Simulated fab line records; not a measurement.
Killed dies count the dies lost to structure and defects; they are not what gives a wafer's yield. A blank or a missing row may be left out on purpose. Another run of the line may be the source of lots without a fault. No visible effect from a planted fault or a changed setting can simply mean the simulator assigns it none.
Struck lot and sound lot, side by side / flow nand_harc / 15 steps out of a route of 1302
Sound: wafers L441.1, L441.3, L441.6. Wafers struck: L449.2, L449.5, L449.6. The cause comes at the end.
Each step with rows lists, per side, the tool, then ch with its chambers, then its first start. Under that, the readings that differ: sound wafers / struck wafers / difference of the means / sigmas: that difference in standard deviations of wafers without a fault.
alike: readings whose means differ by less than 2 such deviations, and words and numbers that are the same on both sides. not compared: withheld readings, readings that some wafer has no value for, bounds like >300 that may hide the same value, and numbers for which the record gives no deviation and whose values overlap.
The two part at a step that has a row with sigmas, a row that says differs or no value, or rows on one side only. Numbers that have no deviation but don't overlap get no sigmas and don't part them. Lack of a reading on every wafer of one side parts them only where that side has two or more wafers.

NHARC_A_CONTACT_ETCH_129: etches the open film in C4F8/O2/Ar, time 197 s, target depth 1918 nm.
  sound on har_cap_etch-02 ch 0,1, day 23 11:55; struck on har_cap_etch-02 ch 0,1, day 27 11:36
  not compared: rf_hours_counter_h
then, 1 step without rows for these wafers: NHARC_A_CONTACT_ETCH_130 (etches the open film in C4F8/O2/Ar, time 197 s, target depth 1918 nm).
NHARC_A_CONTACT_ETCH_131: etches the open film in C4F8/O2/Ar, time 197 s, target depth 1918 nm.
  sound on har_cap_etch-02 ch 0,1, day 23 12:16; struck on har_cap_etch-02 ch 0,1, day 27 11:57
  not compared: rf_hours_counter_h
then, 1 step without rows for these wafers: NHARC_A_CONTACT_ETCH_132 (etches the open film in C4F8/O2/Ar, time 197 s, target depth 1924 nm).
NHARC_A_CONTACT_ETCH_133: etches the open film in C4F8/O2/Ar, time 374 s, target depth 1610 nm.
  sound on har_cap_etch-02 ch 0,1, day 23 12:38; struck on har_cap_etch-02 ch 0,1, day 27 12:19
  not compared: rf_hours_counter_h
NHARC_A_CONTACT_ETCH_91: etches the open film in CH3F/O2, target depth 40 nm, time 85.7 s.
  sound on rie_diel-04 ch 0,2,3, day 23 13:26; struck on rie_diel-01 ch 0,1, day 27 13:06
reading=oes_product_au (a.u.); sound=1.00 0.99 1.01; struck=0.91 0.91 0.91; difference=-0.09; sigmas=-3
  alike: bias_w, drypump_motor_current_A, rf_vpp_V, showerhead_plenum_p_Torr, throttle_valve_pct
  not compared: rf_hours_counter_h
then, 1 step without rows for these wafers: NHARC_A_CONTACT_ETCH_97 (etches the open film in C4F6/O2, target depth 20 nm, time 10 s).
NHARC_A_CONTACT_CD_MEAS_80:
  sound: cd_sem-03 at day 23 13:38; struck: cd_sem-02 at day 27 13:19
  alike: cd_nm
then, 3 steps without rows for these wafers: NHARC_A_CONTACT_STRIP_103 (strips in N2/H2); NHARC_A_CONTACT_STRIP_104 (strips in CF4/CHF3); NHARC_A_CONTACT_STRIP_105 (strips in O2/COS).
NHARC_A_CONTACT_ETCH_106: etches the open film in CF4/O2, target depth 90 nm, overetch 9 nm, time 49.5 s.
  sound on rie_diel-04 ch 0,2,3, day 23 13:55; struck on rie_diel-04 ch 0,2,3, day 27 13:38
  alike: bias_w, cf4_flow_sccm, drypump_motor_current_A, oes_o_777_au, oes_product_au, rf_vpp_V, showerhead_plenum_p_Torr, throttle_valve_pct
  not compared: rf_hours_counter_h
NHARC_A_CONTACT_STRIP_82: strips in O2.
  sound on rie_diel-04 ch 0,1,3, day 23 14:02; struck on rie_diel-04 ch 0,1,2, day 27 13:45
  no value came back on the struck wafers for any of 7 readings (bias_w (W), chamber_pressure_mTorr (mTorr) and others); on the sound wafers bias_w (W) reads 0 0 0
  not compared: rf_hours_counter_h
then, 1 step without rows for these wafers: NHARC_A_CONTACT_STRIP_83 (strips in post etch residue remover, time 600 s).
-- break in the record here, with 2 days between the starts of the struck wafers on either side (left off in module A_CONTACT, picked up again in module END, where the first step shown is number 1302 on the route) --
NHARC_END_SORT_01:
  sound on prober-02 ch 0, day 25 23:21; struck on prober-01 ch 0, day 30 01:01
reading=killed_at_array; sound=53 49 52; struck=671 674 675; difference=+622; sigmas=+41
reading=killed_dies; sound=58 52 53; struck=677 677 677; difference=+623; sigmas=+42
  alike: killed_at_other, killed_at_periphery, killed_open, killed_short

== WHERE THEY PART ==
Last at NHARC_END_SORT_01 as far as this record goes, first at NHARC_A_CONTACT_ETCH_91.

WHY: whatever the simulator had introduced
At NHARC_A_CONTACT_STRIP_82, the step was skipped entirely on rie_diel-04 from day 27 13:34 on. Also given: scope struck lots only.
